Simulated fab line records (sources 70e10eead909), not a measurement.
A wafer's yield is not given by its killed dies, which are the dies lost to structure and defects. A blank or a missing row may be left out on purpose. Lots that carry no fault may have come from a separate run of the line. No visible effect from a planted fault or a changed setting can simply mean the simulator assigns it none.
2 desks, one fault -- flow nand-harc -- each desk holds nothing but its own numbers, with what lay behind them at the end

THE DEFECT DESK
Inspection counts along the route, by lot: the mean over sampled wafers that carry a number. If a lot's mean is further than 4 standard deviations from the usual mean, the lot is out of limits and carries the mark OUT (the distance appears in the brackets).
Columns: A = raw-defect-count at NHARC_A_CHANNEL_HOLE_D2_INSPECT_40, usual 268
lot,first seen here,A
L571,day 14 06:25,291
L573,day 14 09:58,191
L572,day 14 18:24,351
L575,day 15 11:56,298
L578,day 17 05:00,379
L579,day 17 09:08,396
L587,day 20 18:31,253
L588,day 20 23:11,199
L589,day 21 12:16,161
L591,day 22 09:49,180
L593,day 23 19:34,281
This desk found nothing out of limits on any of the 11 lots.

FOR THE TOOL OWNER'S DESK: har-etch-01
The tool's own readings at NHARC_A_CHANNEL_HOLE_D2_ETCH_21 (etches the open film in C4F8/O2/Ar, time 514.3 s, target depth 1600 nm): means of the sampled wafers that have a number, for each lot that ran on this tool. If a lot's mean is further than 4 standard deviations from the usual mean, the lot is out of limits and carries the mark OUT (the distance appears in the brackets).
Columns: A = drypump-motor-current-A at NHARC_A_CHANNEL_HOLE_D2_ETCH_21, usual 6.04 A; B = mfc-ar-sccm at NHARC_A_CHANNEL_HOLE_D2_ETCH_21, usual 374.9 sccm; C = showerhead-plenum-p-Torr at NHARC_A_CHANNEL_HOLE_D2_ETCH_21, usual 3.60 Torr; D = throttle-valve-pct at NHARC_A_CHANNEL_HOLE_D2_ETCH_21, usual 32.155 %
lot,first seen here,A,B,C,D
L573,day 14 04:41,6.23,374.5,3.62,32.150
L572,day 14 13:11,6.22,374.8,3.62,32.162
L575,day 15 06:38,6.06,374.1,3.54,32.158
L578,day 16 23:43,6.06,374.8,3.53,32.150
L579,day 17 03:53,6.07,375.3,3.52,32.148
L587,day 20 12:47,6.21,374.9,3.58,32.152
L588,day 20 18:03,6.08,375.8,3.49,32.148
L591,day 22 04:33,6.22,374.8,3.56,32.162
L593,day 23 14:22,6.23,375.3,3.55,32.157
This desk found nothing out of limits on any of the 9 lots.

BROUGHT TOGETHER
Nothing out of limits was seen by the defect desk.
Nothing out of limits was seen by the tool owner's desk.

WHAT THE SIMULATOR HAD PUT IN
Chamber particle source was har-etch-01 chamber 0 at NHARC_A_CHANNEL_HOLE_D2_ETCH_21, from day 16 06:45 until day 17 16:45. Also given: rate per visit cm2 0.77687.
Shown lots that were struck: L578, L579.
